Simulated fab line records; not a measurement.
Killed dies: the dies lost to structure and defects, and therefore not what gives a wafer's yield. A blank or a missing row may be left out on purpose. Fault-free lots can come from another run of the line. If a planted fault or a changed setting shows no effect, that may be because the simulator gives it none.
fab line records    flow nand_harc
record: lots: 12  wafers: 36  last_day: 24
route steps=1159 shown P_BONDPAD@351 END@1159
lots that met no fault: taken from a fault-free run of the same line
start_h: hours from the record's first day to the start of the lot's first wafer shown    wait_h: hours since the lot's step before    " unchanged from the row above    L1.1+2: a row that stands for several wafers    - no value present, or no start provided    * or withheld: withheld    < > ~ a bound
route shown NAME@n: NAME is a module with steps in the file, n the number in the route of the first one    usual: mean/standard deviation taken from wafers without a fault    same: alike in all rows    chamber/n: place in a boat    sites: the reading at each site    _std_site: standard deviation of those values    _edge_site: the outer-site mean with the inner-site mean subtracted    radius_mm: for every site, how far away it sits from the centre of the wafer    mask NAME#n: copy n    behind: the tool/chamber that last shaped the wafer    hold: the reason the lot was held/the length of the hold in hours/how it ended    device: names the non-switching transistor (n, p or np)    end of line: tests run on the same wafers once the route is complete    a step with no rows: only its recipe    killed: dies that structure and defects cost at the first sort, which is not the same as the wafer's yield    map: a wafer's dies, marking killed ones x, the rest . and places with no die _
set.NAME: the setting that was run; set.NAME@STEP: the one run at that earlier step    model.NAME: the simulator's own value behind a step, which no gauge read
a sample of lots followed through the steps of the route, with each step as a table and each wafer as a row
services: when a tool's chamber went out of use (start_h, in hours from the record's first day, below 0 if earlier), for how many hours, and the reason
== steps ==
step: NHARC_P_BONDPAD_DEP_00
recipe: target_thk_a: 2500  temp_c: 370  target_thk_nm: 250  pressure_torr: 3  flow_sccm: 200  rf_w: 450  material: SiCN
usual: heater_power_w: 596/77  susceptor_temp_C: 370.00/0.21
lot.wafer  tool      chamber  start_h  wait_h  heater_power_w  susceptor_temp_C
L111.2     pecvd-04  1        138.63   0.5     667             370.33
L111.6     "         2        "        "       638             369.80
L111.5     "         1        "        "       519             370.23
L110.3     pecvd-02  1        -        -       698             369.67
L110.2     "         2        "        "       574             369.86
L110.5     "         2        "        "       594             369.89
L112.2     pecvd-02  0        139.69   -       586             370.45
L112.1     "         1        "        "       774             370.00
L112.6     "         0        "        "       619             370.60
L113.2     pecvd-03  1        -        -       662             370.08
L113.3     "         2        "        "       486             369.94
L113.4     "         0        "        "       647             369.84
L115.2     pecvd-03  2        -        -       570             370.23
L115.3     "         1        "        "       681             370.10
L115.4     "         2        "        "       446             370.02
L118.2     pecvd-02  0        175.63   0.5     619             369.81
L118.3     "         1        "        "       710             370.08
L118.5     "         1        "        "       702             370.14
L119.3     pecvd-02  0        187.76   -       606             370.04
L119.2     "         1        "        "       679             369.83
L119.4     "         2        "        "       528             370.03
L127.2     pecvd-04  2        233.48   -       607             370.07
L127.5     "         2        "        "       612             369.83
L127.6     "         0        "        "       513             369.83
L128.2     pecvd-03  2        -        -       485             370.24
L128.1     "         0        "        "       630             370.04
L128.4     "         0        "        "       622             369.98
L131.2     pecvd-04  1        255.78   -       636             370.29
L131.1     "         2        "        "       569             369.72
L131.5     "         0        "        "       490             369.99
L133.2     pecvd-03  0        258.99   -       533             369.64
L133.1     "         2        "        "       547             369.61
L133.4     "         2        "        "       534             369.84
L132.2     pecvd-04  0        263.87   -       452             369.95
L132.3     "         2        "        "       564             369.65
L132.6     "         0        "        "       463             370.04
step: NHARC_P_BONDPAD_ETCH_24
recipe: target_depth_a: 300  over_etch_frac: 0.3  time_s: 72.99  ion_energy_ev: 150  cf4_flow_sccm: 50  n2_flow_sccm: 100  ar_flow_sccm: 150  rf_w: 300  bias_w: 100  chemistry: CF4/N2
usual: bias_w: 100.0/0.31  cf4_flow_sccm: 50.04/0.16  drypump_motor_current_A: 6.0/0.49  mfc_ar_sccm: 150.0/0.44  oes_product_au: 0.997/0.0073  rf_vpp_V: 315.6/1.5  showerhead_plenum_p_Torr: 2.72/0.072  throttle_valve_pct: 19.795/0.0092
lot.wafer  tool         chamber  start_h  wait_h  bias_w  cf4_flow_sccm  drypump_motor_current_A  mfc_ar_sccm  oes_product_au  rf_hours_counter_h  rf_vpp_V  showerhead_plenum_p_Torr  throttle_valve_pct
L111.2     rie_diel-05  3        140.76   -       99.9    50.10          6.7                      149.6        0.997           57                  315.1     2.64                      19.792
L111.5     "            2        "        "       99.7    50.05          6.2                      149.4        0.997           -                   316.7     2.78                      19.795
L111.6     "            3        "        "       99.6    50.22          6.7                      150.2        0.997           -                   314.7     2.64                      19.798
L110.2     rie_diel-12  2        141.23   -       100.1   50.02          5.8                      150.1        0.999           31                  314.8     2.67                      19.794
L110.3     "            3        "        "       100.0   49.81          5.5                      150.1        1.002           38                  315.8     2.76                      19.791
L110.5     "            2        "        "       100.0   50.14          5.8                      150.8        1.000           -                   314.9     2.67                      19.793
L112.2     rie_diel-12  3        141.78   -       99.9    49.84          5.5                      150.4        1.002           38                  317.0     2.75                      19.804
L112.1     "            1        "        "       100.1   49.79          5.9                      150.0        0.996           32                  318.2     2.82                      19.798
L112.6     "            2        "        "       99.6    50.09          5.8                      149.6        1.005           -                   315.0     2.67                      19.782
L113.2     rie_diel-12  2        147.90   -       100.3   49.91          5.8                      150.0        0.999           33                  313.4     2.67                      19.791
L113.3     "            3        "        "       99.6    50.29          5.5                      150.2        1.010           41                  316.1     2.75                      19.775
L113.4     "            1        "        "       100.3   50.17          5.9                      149.3        1.001           35                  316.0     2.82                      19.790
L115.4     rie_diel-01  3        165.77   -       100.1   50.27          6.7                      150.8        0.995           2                   314.5     2.68                      19.789
L115.3     "            0        "        "       99.7    49.86          6.5                      150.1        0.996           1                   314.8     2.70                      19.803
L115.2     "            1        "        "       100.4   49.81          5.8                      149.9        1.003           2                   315.8     2.75                      19.810
L118.3     rie_diel-05  0        177.92   -       99.9    50.02          5.8                      150.2        1.002           2                   316.0     2.69                      19.785
L118.2     "            1        "        "       99.8    50.11          5.9                      149.3        0.975           2                   314.4     2.64                      19.797
L118.5     "            0        "        "       99.7    49.93          5.8                      150.2        0.981           -                   316.5     2.69                      19.807
L119.2     rie_diel-05  1        189.74   0.2     100.5   49.86          5.9                      150.5        1.000           5                   314.0     2.64                      19.783
L119.3     "            2        "        "       99.9    50.05          6.2                      150.3        0.993           5                   317.8     2.77                      19.791
L119.4     "            2        "        "       99.6    49.92          6.2                      150.5        1.003           -                   316.9     2.77                      19.788
L127.2     rie_diel-12  3        235.47   -       -       -              -                        -            -               -                   -         -                         -
L127.5     "            0        "        "       -       -              -                        -            -               -                   -         -                         -
L127.6     "            1        "        "       -       -              -                        -            -               -                   -         -                         -
L128.1     rie_diel-12  0        242.84   -       -       -              -                        -            -               -                   -         -                         -
L128.2     "            2        "        "       -       -              -                        -            -               -                   -         -                         -
L128.4     "            3        "        "       -       -              -                        -            -               -                   -         -                         -
L131.2     rie_diel-01  1        257.72   -       99.6    49.75          5.8                      150.0        0.999           10                  316.5     2.75                      19.796
L131.1     "            2        "        "       100.0   50.23          4.9                      150.3        0.997           8                   317.2     2.77                      19.794
L131.5     "            0        "        "       100.1   49.96          6.5                      150.7        0.990           -                   314.5     2.70                      19.797
L133.1     rie_diel-05  1        261.15   -       100.4   50.12          5.9                      149.8        1.008           33                  315.1     2.63                      19.786
L133.4     "            2        "        "       100.0   50.16          6.2                      150.1        1.002           37                  315.5     2.76                      19.799
L133.2     "            3        "        "       100.2   49.89          6.6                      150.1        1.006           30                  314.6     2.62                      19.793
L132.3     rie_diel-12  0        265.86   -       100.5   50.00          5.7                      150.0        0.991           19                  318.9     2.83                      19.775
L132.2     "            1        "        "       100.3   50.16          5.9                      150.1        1.007           19                  316.5     2.81                      19.790
L132.6     "            1        "        "       100.1   49.84          5.9                      149.9        1.007           -                   316.9     2.80                      19.815
step: NHARC_P_BONDPAD_PVD_17
recipe: target_thk_a: 50  bias_v: 168.6  power_w: 15000  chamber_pressure_pa: 0.12  time_s: 8.06  substrate_temp_c: 50  material: TaN
usual: throttle_valve_pct: 30.3/1.2
lot.wafer  tool            chamber  start_h  wait_h  throttle_valve_pct
L111.2     pvd_sputter-02  -        -        -       30.5
L111.6     "               -        "        "       30.3
L111.5     "               -        "        "       30.4
L110.3     pvd_sputter-01  -        -        -       32.1
L110.2     "               -        "        "       31.8
L110.5     "               -        "        "       31.7
L112.2     pvd_sputter-01  -        -        -       31.0
L112.1     "               -        "        "       31.7
L112.6     "               -        "        "       31.7
L113.3     pvd_sputter-02  -        -        -       30.3
L113.2     "               -        "        "       30.5
L113.4     "               -        "        "       30.2
L115.4     pvd_sputter-03  -        -        -       30.8
L115.2     "               -        "        "       28.8
L115.3     "               -        "        "       29.5
L118.3     pvd_sputter-02  -        -        -       30.6
L118.2     "               -        "        "       30.2
L118.5     "               -        "        "       31.0
L119.4     pvd_sputter-01  -        -        -       28.9
L119.3     "               -        "        "       31.6
L119.2     "               -        "        "       32.0
L127.2     pvd_sputter-01  -        -        -       29.1
L127.6     "               -        "        "       32.1
L127.5     "               -        "        "       29.1
L128.4     pvd_sputter-03  -        -        -       28.2
L128.2     "               -        "        "       29.0
L128.1     "               -        "        "       30.9
L131.1     pvd_sputter-03  -        -        -       28.1
L131.2     "               -        "        "       28.9
L131.5     "               -        "        "       30.7
L133.1     pvd_sputter-01  -        -        -       32.3
L133.2     "               -        "        "       29.2
L133.4     "               -        "        "       31.7
L132.2     pvd_sputter-03  -        -        -       29.0
L132.3     "               -        "        "       30.8
L132.6     "               -        "        "       29.1
step: NHARC_P_BONDPAD_PVD_27
recipe: target_thk_a: 300  chamber_pressure_pa: 5  power_w: 5000  substrate_temp_c: 30  time_s: 20.49  material: Cu
usual: throttle_valve_pct: 30.4/1.2
lot.wafer  tool            chamber  start_h  wait_h  throttle_valve_pct
L111.2     pvd_sputter-02  -        -        -       31.0
L111.5     "               -        "        "       30.3
L111.6     "               -        "        "       30.2
L110.3     pvd_sputter-01  -        -        -       31.9
L110.2     "               -        "        "       29.7
L110.5     "               -        "        "       30.9
L112.1     pvd_sputter-01  -        -        -       32.0
L112.2     "               -        "        "       31.8
L112.6     "               -        "        "       31.8
L113.4     pvd_sputter-02  -        -        -       30.2
L113.3     "               -        "        "       30.9
L113.2     "               -        "        "       30.5
L115.4     pvd_sputter-03  -        -        -       27.9
L115.2     "               -        "        "       28.9
L115.3     "               -        "        "       29.8
L118.3     pvd_sputter-02  -        -        -       30.6
L118.2     "               -        "        "       30.2
L118.5     "               -        "        "       30.3
L119.3     pvd_sputter-01  -        -        -       31.5
L119.2     "               -        "        "       32.0
L119.4     "               -        "        "       29.0
L127.2     pvd_sputter-01  -        -        -       32.1
L127.6     "               -        "        "       29.1
L127.5     "               -        "        "       31.7
L128.2     pvd_sputter-03  -        -        -       29.1
L128.4     "               -        "        "       29.8
L128.1     "               -        "        "       31.0
L131.2     pvd_sputter-03  -        -        -       29.7
L131.1     "               -        "        "       30.6
L131.5     "               -        "        "       30.5
L133.2     pvd_sputter-01  -        -        -       31.8
L133.4     "               -        "        "       28.8
L133.1     "               -        "        "       31.5
L132.2     pvd_sputter-03  -        -        -       28.0
L132.3     "               -        "        "       29.7
L132.6     "               -        "        "       28.0
step: NHARC_END_SORT_01
recipe: temp_c: 25
usual: defect_limited_yield: 95.0/1.7  killed_at_array: 29/12  killed_at_other: 0.7/1  killed_at_periphery: 4/3.2  killed_dies: 34/12  killed_open: 3.4/2  killed_short: 1.8/1.3  sort_bin_2_pct: 1.6/0.7  sort_bin_3_pct: 0.26/0.23  sort_bin_4_pct: 3.1/1.1  sort_n_pass: 643/12  sort_rim_yield_pct: 96.4/2.6  sort_yield_pct: 95.0/1.7
same: gross_dies: 677  sort_bin_5_pct[%]: 0  sort_bin_6_pct[%]: 0  sort_bin_7_pct[%]: 0  sort_bin_8_pct[%]: 0  sort_rim_n_gross: 106.00
lot.wafer  tool       chamber  start_h  wait_h  defect_limited_yield[%]  killed_at_array  killed_at_other  killed_at_periphery  killed_dies  killed_open  killed_short  sort_bin_2_pct[%]  sort_bin_3_pct[%]  sort_bin_4_pct[%]  sort_n_pass  sort_rim_yield_pct[%]  sort_yield_pct[%]
L113.2     prober-01  0        456.41   2.8     95.0                     21               1                12                   34           6            3             1.0                0.30               3.7                643          100.0                  95.0
L113.3     prober-01  0        457.21   3.1     95.9                     18               0                10                   28           1            2             1.3                0.15               2.7                649          99.1                   95.9
L113.4     prober-01  0        458.01   3.4     95.0                     20               0                14                   34           3            0             2.1                0.15               2.8                643          100.0                  95.0
L111.2     prober-02  0        461.71   2.8     95.9                     23               1                4                    28           5            1             1.8                0                  2.4                649          95.3                   95.9
L111.5     prober-02  0        464.11   3.7     96.3                     21               0                4                    25           3            0             1.2                0.30               2.2                652          95.3                   96.3
L111.6     prober-02  0        464.91   4.0     95.6                     27               0                3                    30           3            1             1.5                0.15               2.8                647          97.2                   95.6
L110.2     prober-01  0        464.18   2.8     97.9                     8                0                6                    14           1            0             0.9                0                  1.2                663          97.2                   97.9
L110.3     prober-01  0        464.98   3.1     97.9                     10               0                4                    14           0            2             0.7                0.15               1.2                663          98.1                   97.9
L110.5     prober-01  0        466.57   3.7     97.2                     13               0                6                    19           5            3             1.5                0.15               1.2                658          98.1                   97.2
L112.1     prober-02  0        468.67   2.5     97.2                     19               0                0                    19           3            1             0.7                0.15               1.9                658          97.2                   97.2
L112.2     prober-02  0        469.46   2.8     96.8                     20               0                2                    22           2            0             1.2                0.15               1.9                655          98.1                   96.8
L112.6     prober-02  0        472.61   3.9     96.6                     20               0                3                    23           2            0             1.6                0.44               1.3                654          98.1                   96.6
L115.2     prober-01  0        490.33   2.7     97.2                     13               0                6                    19           5            2             1.0                0.15               1.6                658          99.1                   97.2
L115.3     prober-01  0        491.12   3.1     97.2                     10               0                9                    19           2            4             0.9                0.30               1.6                658          97.2                   97.2
L115.4     prober-01  0        491.92   3.4     97.9                     9                0                5                    14           2            3             1.2                0                  0.9                663          100.0                  97.9
L119.2     prober-02  0        490.36   2.8     95.3                     30               0                2                    32           0            1             1.9                0.30               2.5                645          98.1                   95.3
L119.3     prober-02  0        491.17   3.1     96.5                     24               0                0                    24           2            1             1.2                0.15               2.2                653          99.1                   96.5
L119.4     prober-02  0        491.98   3.4     95.9                     27               0                1                    28           2            1             1.8                0.30               2.1                649          100.0                  95.9
L118.2     prober-02  0        498.22   2.8     96.0                     22               0                5                    27           3            4             1.0                0.15               2.8                650          92.5                   96.0
L118.3     prober-02  0        499.02   3.1     96.6                     20               0                3                    23           0            2             1.2                0.44               1.8                654          98.1                   96.6
L118.5     prober-02  0        500.61   3.7     96.8                     16               0                6                    22           1            1             1.0                0                  2.2                655          92.5                   96.8
L127.2     prober-01  0        545.33   2.8     0                        46               0                631                  677          5            1             94.7               0.44               4.9                0            0                      0
L127.5     prober-01  0        547.71   3.7     0                        28               0                649                  677          1            1             97.3               0.15               2.5                0            0                      0
L127.6     prober-01  0        548.51   4.0     0                        39               0                638                  677          1            2             95.0               0.59               4.4                0            0                      0
L128.1     prober-01  0        566.16   2.5     0                        16               3                658                  677          4            1             97.2               0                  2.8                0            0                      0
L128.2     prober-01  0        566.97   2.8     0                        18               2                657                  677          3            4             97.5               0.15               2.4                0            0                      0
L128.4     prober-01  0        568.59   3.4     0                        24               2                651                  677          4            5             97.2               0.30               2.5                0            0                      0
L132.2     prober-01  0        575.88   2.8     95.0                     32               1                1                    34           2            3             1.2                0                  3.8                643          96.2                   95.0
L132.3     prober-01  0        576.67   3.1     92.2                     51               1                1                    53           5            1             2.2                0.89               4.7                624          99.1                   92.2
L132.6     prober-01  0        579.03   3.9     94.4                     36               0                2                    38           2            0             1.5                0.74               3.4                639          99.1                   94.4
L133.1     prober-02  0        581.74   2.5     93.2                     43               2                1                    46           7            3             1.8                0.59               4.4                631          93.4                   93.2
L133.2     prober-02  0        582.54   2.8     94.1                     39               0                1                    40           4            1             1.5                0.74               3.7                637          96.2                   94.1
L133.4     prober-02  0        584.14   3.4     94.8                     33               1                1                    35           2            1             2.2                0.44               2.5                642          99.1                   94.8
L131.1     prober-01  0        582.79   2.5     95.4                     26               1                4                    31           4            0             1.5                0.44               2.7                646          99.1                   95.4
L131.2     prober-01  0        583.59   2.8     96.0                     25               2                0                    27           4            1             1.2                0.30               2.5                650          99.1                   96.0
L131.5     prober-01  0        585.99   3.7     95.7                     25               0                4                    29           4            4             1.6                0.30               2.4                648          97.2                   95.7
killed by level:class
L113.2 A_SLIT:chamber_film_flake=12 P_GATE:chamber_film_flake=3 A_CHANNEL_FILL_D1:geometric_particle:open=2 A_CONTACT:geometric_particle:open=2 P_ZERO_WELL:chamber_film_flake=2 P_STI:chamber_film_flake=2 P_M1:chamber_film_flake=2 P_BONDPAD:chamber_film_flake=2
L113.3 A_SLIT:chamber_film_flake=15 P_BONDPAD:chamber_film_flake=4 P_ZERO_WELL:chamber_film_flake=2 P_GATE:chamber_film_flake=2 P_M0:geometric_particle:open=1 P_M1:geometric_particle:short=1 A_WL_FILL:geometric_particle:short=1 A_STAIRCASE:chamber_film_flake=1
L113.4 A_SLIT:chamber_film_flake=8 A_CHANNEL_HOLE_D1:chamber_film_flake=5 P_STI:chamber_film_flake=4 P_M1:chamber_film_flake=3 P_BONDPAD:chamber_film_flake=3 P_GATE:chamber_film_flake=2 A_ZERO_WELL:chamber_film_flake=2 A_STAIRCASE:chamber_film_flake=2
L111.2 A_SLIT:chamber_film_flake=13 A_CHANNEL_HOLE_D1:chamber_film_flake=7 P_GATE:geometric_particle:open=1 P_CONTACT:geometric_particle:open=1 P_M0:geometric_particle:open=1 A_SGD_CUT:geometric_particle:open=1 A_CONTACT:geometric_particle:open=1 P_BONDPAD:chamber_film_flake=1
L111.5 A_CHANNEL_HOLE_D1:chamber_film_flake=10 A_SLIT:chamber_film_flake=8 P_ZERO_WELL:chamber_film_flake=3 P_STI:geometric_particle:open=1 A_BLC:geometric_particle:open=1 A_M0:geometric_particle:open=1 A_STAIRCASE:chamber_film_flake=1
L110.2 A_WL_FILL:chamber_film_flake=3 P_ZERO_WELL:chamber_film_flake=2 P_STI:chamber_film_flake=2 P_GATE:geometric_particle:open=1 P_GATE:chamber_film_flake=1 A_ZERO_WELL:chamber_film_flake=1 A_CHANNEL_FILL_D1:chamber_film_flake=1 A_STAIRCASE:chamber_film_flake=1
L111.6 A_SLIT:chamber_film_flake=12 A_CHANNEL_HOLE_D1:chamber_film_flake=10 P_ZERO_WELL:chamber_film_flake=2 P_M1:geometric_particle:open=1 A_SGD_CUT:geometric_particle:short=1 A_CONTACT:geometric_particle:open=1 A_M0:geometric_particle:open=1 A_CHANNEL_FILL_D1:chamber_film_flake=1
L110.3 A_M1:chamber_film_flake=3 P_ZERO_WELL:chamber_film_flake=2 A_SGD_CUT:chamber_film_flake=2 A_WL_FILL:chamber_film_flake=2 P_STI:geometric_particle:short=1 A_CONTACT:geometric_particle:short=1 P_STI:chamber_film_flake=1 A_CHANNEL_HOLE_D1:chamber_film_flake=1
L110.5 A_CHANNEL_FILL_D1:geometric_particle:short=2 A_CONTACT:geometric_particle:open=2 P_STI:chamber_film_flake=2 A_CHANNEL_HOLE_D1:chamber_film_flake=2 A_M1:chamber_film_flake=2 P_GATE:geometric_particle:short=1 P_M0:geometric_particle:open=1 A_CHANNEL_HOLE_D1:geometric_particle:open=1
L112.1 A_CHANNEL_HOLE_D1:chamber_film_flake=6 A_CONTACT:chamber_film_flake=4 A_M0:chamber_film_flake=4 A_ONON_D1:geometric_particle:open=1 A_CHANNEL_HOLE_D1:geometric_particle:short=1 A_WL_FILL:geometric_particle:open=1 A_BLC:geometric_particle:open=1 A_STAIRCASE:chamber_film_flake=1
L112.2 A_CHANNEL_HOLE_D1:chamber_film_flake=12 A_STAIRCASE:chamber_film_flake=4 A_CONTACT:chamber_film_flake=2 P_GATE:geometric_particle:open=1 A_SGD_CUT:geometric_particle:open=1 P_ZERO_WELL:chamber_film_flake=1 A_SLIT:chamber_film_flake=1
L112.6 A_CHANNEL_HOLE_D1:chamber_film_flake=14 A_STAIRCASE:chamber_film_flake=2 P_M0:geometric_particle:open=1 A_BLC:geometric_particle:open=1 P_ZERO_WELL:chamber_film_flake=1 P_GATE:chamber_film_flake=1 A_ZERO_WELL:chamber_film_flake=1 A_SLIT:chamber_film_flake=1
L115.2 P_M2:chamber_film_flake=5 A_CHANNEL_HOLE_D1:chamber_film_flake=3 A_CONTACT:chamber_film_flake=3 A_CONTACT:geometric_particle:open=2 A_SOURCE_PLATE:geometric_particle:open=1 A_CHANNEL_FILL_D1:geometric_particle:open=1 A_SGD_CUT:geometric_particle:short=1 A_CONTACT:geometric_particle:short=1
L119.2 A_SLIT:chamber_film_flake=17 A_CHANNEL_HOLE_D1:chamber_film_flake=5 A_CONTACT:chamber_film_flake=3 P_BONDPAD:chamber_film_flake=2 A_CHANNEL_FILL_D1:chamber_film_flake=2 A_STAIRCASE:chamber_film_flake=2 A_WL_FILL:geometric_particle:short=1
L115.3 P_CONTACT:chamber_film_flake=4 P_M2:chamber_film_flake=3 A_ONON_D1:geometric_particle:short=2 A_CHANNEL_HOLE_D1:chamber_film_flake=2 A_STAIRCASE:chamber_film_flake=2 P_CONTACT:geometric_particle:short=1 A_ONON_D1:geometric_particle:open=1 A_WL_FILL:geometric_particle:short=1
L119.3 A_SLIT:chamber_film_flake=13 A_CHANNEL_HOLE_D1:chamber_film_flake=3 A_CHANNEL_FILL_D1:chamber_film_flake=2 A_CONTACT:chamber_film_flake=2 A_SGD_CUT:geometric_particle:open=1 A_CONTACT:geometric_particle:open=1 A_M1:geometric_particle:short=1 A_STAIRCASE:chamber_film_flake=1
L115.4 P_M2:chamber_film_flake=3 P_CONTACT:chamber_film_flake=2 A_CHANNEL_HOLE_D1:chamber_film_flake=2 A_SOURCE_PLATE:geometric_particle:short=1 A_ONON_D1:geometric_particle:open=1 A_CONTACT:geometric_particle:short=1 A_CONTACT:geometric_particle:open=1 A_M0:geometric_particle:short=1
L119.4 A_SLIT:chamber_film_flake=16 A_CHANNEL_HOLE_D1:chamber_film_flake=4 A_STAIRCASE:chamber_film_flake=3 A_CONTACT:chamber_film_flake=2 P_M1:geometric_particle:open=1 A_WL_FILL:geometric_particle:short=1 A_WL_FILL:geometric_particle:open=1
L118.2 A_CHANNEL_HOLE_D1:chamber_film_flake=9 P_ZERO_WELL:chamber_film_flake=3 A_STAIRCASE:chamber_film_flake=3 A_CHANNEL_FILL_D1:chamber_film_flake=2 A_WL_FILL:chamber_film_flake=2 P_GATE:geometric_particle:short=1 P_M0:geometric_particle:open=1 A_CHANNEL_FILL_D1:geometric_particle:short=1
L118.3 A_CHANNEL_HOLE_D1:chamber_film_flake=16 A_STAIRCASE:chamber_film_flake=2 A_ONON_D1:geometric_particle:short=1 A_M0:geometric_particle:short=1 P_ZERO_WELL:chamber_film_flake=1 P_STI:chamber_film_flake=1 P_GATE:chamber_film_flake=1
L118.5 A_CHANNEL_HOLE_D1:chamber_film_flake=13 P_GATE:chamber_film_flake=3 P_ZERO_WELL:chamber_film_flake=2 P_M1:geometric_particle:short=1 A_CONTACT:geometric_particle:open=1 A_WL_FILL:chamber_film_flake=1 A_CONTACT:chamber_film_flake=1
L127.2 P_BONDPAD:area_etch=625 A_SLIT:chamber_film_flake=17 A_CHANNEL_HOLE_D1:chamber_film_flake=14 A_CONTACT:chamber_film_flake=4 P_M1:chamber_film_flake=3 A_STAIRCASE:chamber_film_flake=3 P_CONTACT:chamber_film_flake=2 A_WL_FILL:chamber_film_flake=2
L127.5 P_BONDPAD:area_etch=641 A_SLIT:chamber_film_flake=14 A_CHANNEL_HOLE_D1:chamber_film_flake=10 P_GATE:chamber_film_flake=3 A_CONTACT:chamber_film_flake=3 P_M1:chamber_film_flake=2 P_M1:geometric_particle:open=1 P_M1:geometric_particle:short=1
L127.6 P_BONDPAD:area_etch=632 A_CHANNEL_HOLE_D1:chamber_film_flake=15 A_SLIT:chamber_film_flake=14 A_CONTACT:chamber_film_flake=6 P_STI:chamber_film_flake=2 P_M1:chamber_film_flake=2 A_STAIRCASE:chamber_film_flake=2 P_CONTACT:geometric_particle:open=1
L128.1 P_BONDPAD:area_etch=656 A_CHANNEL_HOLE_D1:chamber_film_flake=5 A_CONTACT:chamber_film_flake=5 THIN_TSV:chamber_film_flake=3 A_CONTACT:geometric_particle:open=2 P_M0:geometric_particle:open=1 A_WL_FILL:geometric_particle:open=1 A_CONTACT:geometric_particle:short=1
L128.2 P_BONDPAD:area_etch=655 A_CHANNEL_HOLE_D1:chamber_film_flake=8 A_CONTACT:chamber_film_flake=3 A_CHANNEL_HOLE_D1:geometric_particle:short=2 THIN_TSV:chamber_film_flake=2 A_CHANNEL_FILL_D1:geometric_particle:short=1 A_CHANNEL_FILL_D1:geometric_particle:open=1 A_SGD_CUT:geometric_particle:short=1
L128.4 P_BONDPAD:area_etch=648 A_CHANNEL_HOLE_D1:chamber_film_flake=7 A_CONTACT:chamber_film_flake=6 A_STAIRCASE:chamber_film_flake=5 A_CHANNEL_FILL_D1:geometric_particle:short=2 THIN_TSV:chamber_film_flake=2 P_GATE:geometric_particle:short=1 P_M0:geometric_particle:short=1
L132.2 A_SLIT:chamber_film_flake=12 A_CHANNEL_HOLE_D1:chamber_film_flake=7 A_CONTACT:chamber_film_flake=5 A_M1:chamber_film_flake=3 P_GATE:geometric_particle:short=1 A_ONON_D1:geometric_particle:short=1 A_CHANNEL_HOLE_D1:geometric_particle:short=1 A_SGD_CUT:geometric_particle:open=1
L132.3 A_SLIT:chamber_film_flake=27 A_CHANNEL_HOLE_D1:chamber_film_flake=11 A_CONTACT:chamber_film_flake=3 A_BLC:geometric_particle:open=2 A_ZERO_WELL:chamber_film_flake=2 P_CONTACT:geometric_particle:open=1 A_WL_FILL:geometric_particle:short=1 A_CONTACT:geometric_particle:open=1
L132.6 A_SLIT:chamber_film_flake=14 A_CHANNEL_HOLE_D1:chamber_film_flake=12 A_CONTACT:chamber_film_flake=5 A_M0:geometric_particle:open=2 A_M1:chamber_film_flake=2 P_ZERO_WELL:chamber_film_flake=1 P_M0:chamber_film_flake=1 A_STAIRCASE:chamber_film_flake=1
L133.1 A_SLIT:chamber_film_flake=13 A_CHANNEL_HOLE_D1:chamber_film_flake=6 A_STAIRCASE:chamber_film_flake=6 A_M1:chamber_film_flake=4 A_BLC:geometric_particle:open=2 A_M0:geometric_particle:short=2 A_M0:geometric_particle:open=2 A_CHANNEL_FILL_D1:chamber_film_flake=2
L133.2 A_SLIT:chamber_film_flake=14 A_CHANNEL_HOLE_D1:chamber_film_flake=6 A_STAIRCASE:chamber_film_flake=6 A_WL_FILL:chamber_film_flake=3 A_M1:chamber_film_flake=3 A_ONON_D1:geometric_particle:open=1 A_WL_FILL:geometric_particle:open=1 A_WL_FILL:geometric_particle:short=1
L131.1 A_CHANNEL_HOLE_D1:chamber_film_flake=14 A_CONTACT:chamber_film_flake=7 P_CONTACT:geometric_particle:open=1 P_M0:geometric_particle:open=1 P_STI:chamber_film_flake=1 A_SGD_CUT:geometric_particle:open=1 A_M0:geometric_particle:open=1 P_GATE:chamber_film_flake=1
L131.2 A_CHANNEL_HOLE_D1:chamber_film_flake=12 A_CONTACT:chamber_film_flake=8 A_CHANNEL_HOLE_D1:geometric_particle:short=1 A_STAIRCASE:geometric_particle:open=1 A_WL_FILL:geometric_particle:open=1 A_BLC:geometric_particle:open=1 STARTING-WAFER:geometric_particle:open=1 A_WL_FILL:chamber_film_flake=1
L133.4 A_SLIT:chamber_film_flake=16 A_CHANNEL_HOLE_D1:chamber_film_flake=9 A_CONTACT:geometric_particle:open=2 A_M1:chamber_film_flake=2 P_CONTACT:geometric_particle:short=1 A_CONTACT:chamber_film_flake=1 A_CHANNEL_FILL_D1:chamber_film_flake=1 A_STAIRCASE:chamber_film_flake=1
L131.5 A_CHANNEL_HOLE_D1:chamber_film_flake=8 A_CONTACT:chamber_film_flake=8 A_ONON_D1:geometric_particle:open=2 A_M0:geometric_particle:short=2 A_STAIRCASE:chamber_film_flake=2 A_CHANNEL_FILL_D1:chamber_film_flake=2 P_CONTACT:geometric_particle:short=1 P_CONTACT:geometric_particle:open=1
== services ==
tool            chamber  start_h  hours  kind
rie_diel-12     2        117.57   4.0    repair
pecvd-04        1        128.65   9.8    repair
pvd_sputter-02  -        128.88   6.6    repair
rie_diel-12     0        132.44   -      clean
rie_diel-12     1        132.44   -      clean
rie_diel-12     2        132.44   -      clean
rie_diel-12     3        132.44   -      clean
rie_diel-01     -        137.88   9.0    pm
rie_diel-01     0        151.25   11.0   repair
pecvd-02        -        153.24   13.0   pm
rie_diel-12     0        156.94   -      clean
rie_diel-05     -        163.62   9.0    pm
pvd_sputter-01  -        171.17   10.0   pm
pecvd-04        -        172.91   1.1    repair
rie_diel-01     1        174.47   11.1   repair
rie_diel-01     3        179.79   2.4    repair
rie_diel-05     3        180.98   16.1   repair
pvd_sputter-03  -        185.58   1.2    repair
pecvd-04        -        195.00   13.0   pm
rie_diel-12     -        202.46   9.0    pm
rie_diel-01     2        203.56   16.8   repair
pvd_sputter-03  -        204.83   6.3    repair
pvd_sputter-02  -        214.24   10.0   pm
rie_diel-01     -        253.24   0.6    repair
== key ==
first_sign: step: NHARC_P_BONDPAD_ETCH_24  reading: tool_record  direction: missing
effect: step: NHARC_END_SORT_01  reading: killed_at_periphery  direction: up  sigmas: 99+  usual: 4  struck: 647
more_kills_born_at: NHARC_P_BONDPAD_ETCH_24@rie_diel-12: 3857
met_at NHARC_P_BONDPAD_ETCH_24
struck_lots L127,L128
later_rows_left_out L127.2,L127.5,L127.6,L128.1,L128.2,L128.4
not_acting_at NHARC_P_BONDPAD_DEP_00,NHARC_P_BONDPAD_PVD_17,NHARC_P_BONDPAD_PVD_27
onset_between 147.90 235.47
fault: kind: skipped_step_whole  tool: rie_diel-12  chamber: -  onset_h: 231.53  steps: NHARC_P_BONDPAD_ETCH_24  scope: struck_lots_only
later_rows_left_out: the simulator's readings of these wafers behind a module that went badly wrong aren't trusted and aren't shown, but for the sort
